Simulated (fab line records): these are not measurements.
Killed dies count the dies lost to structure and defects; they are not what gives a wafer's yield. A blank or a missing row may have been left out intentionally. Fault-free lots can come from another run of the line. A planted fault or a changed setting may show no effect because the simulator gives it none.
2 desks, one fault :: flow nand_harc :: what lay behind the numbers comes last; until then each desk has only its own

## METROLOGY DESK
What the gauges read for every lot (on any tool): the sampled wafers with a number, averaged. If a lot's mean is further than 4 standard deviations from the usual mean, the lot is out of limits and carries the mark OUT (the distance appears in the brackets).
Columns: A = cd_nm at NHARC_P_BONDPAD_CD_MEAS_09, usual 498.5 nm
lot: L120
first seen here: day 6 18:30
A: 500.5

lot: L124
first seen here: day 8 03:52
A: 498.8

lot: L121
first seen here: day 9 01:44
A: 498.3

lot: L128
first seen here: day 9 19:23
A: 497.3

lot: L129
first seen here: day 10 17:22
A: 499.2

lot: L131
first seen here: day 11 12:52
A: 498.0

lot: L133
first seen here: day 12 12:55
A: 485.3 (-7.0) OUT

lot: L135
first seen here: day 13 03:17
A: 491.7

lot: L140
first seen here: day 14 23:07
A: 497.9

lot: L142
first seen here: day 15 16:04
A: 500.8

lot: L143
first seen here: day 16 01:28
A: 499.2
This desk's verdict: out of limits on L133, starting with L133 at day 12 12:55 (cd_nm at NHARC_P_BONDPAD_CD_MEAS_09). Within limits: L120, L124, L121, L128, L129, L131, L135, L140, L142, L143.

## THE TOOL OWNER'S DESK: krf_scanner-03
The tool's own readings at NHARC_P_BONDPAD_EXPOSE_06 (exposes mask P BPAD): means of the sampled wafers that have a number, for each lot that ran on this tool. If a lot's mean is further than 4 standard deviations from the usual mean, the lot is out of limits and carries the mark OUT (the distance appears in the brackets).
Columns: A = exposure_dose_mJ_cm2 at NHARC_P_BONDPAD_EXPOSE_06, usual 37.06
lot: L124
first seen here: day 8 03:43
A: 37.07

lot: L128
first seen here: day 9 19:14
A: 37.05

lot: L129
first seen here: day 10 17:13
A: 37.04

lot: L133
first seen here: day 12 12:46
A: 22.01 (-99 or more) OUT

lot: L135
first seen here: day 13 03:08
A: 25.06 (-99 or more) OUT
This desk's verdict: out of limits on L133, L135, starting with L133 at day 12 12:46 (exposure_dose_mJ_cm2 at NHARC_P_BONDPAD_EXPOSE_06). Within limits: L124, L128, L129.

## ALL TOGETHER
The tool owner's desk had the chance to raise an alarm at day 12 12:46 on L133, L135.
At day 12 12:55 the metrology desk could have sounded an alarm, on L133.
The metrology desk has L135 on record, within its limits.
All the named lots went through NHARC_P_BONDPAD_EXPOSE_06 on krf_scanner-03.

## WHAT THE SIMULATOR HAD PUT IN
Process parameters drifting: krf_scanner-03 at NHARC_P_BONDPAD_EXPOSE_06, beginning at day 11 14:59. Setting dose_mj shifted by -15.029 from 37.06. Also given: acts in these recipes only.
Lots struck among those shown: L133, L135.
Counting hours from when the fault started, the first reading out of limits came at 22 for the tool owner's desk and at 22 for the metrology desk.
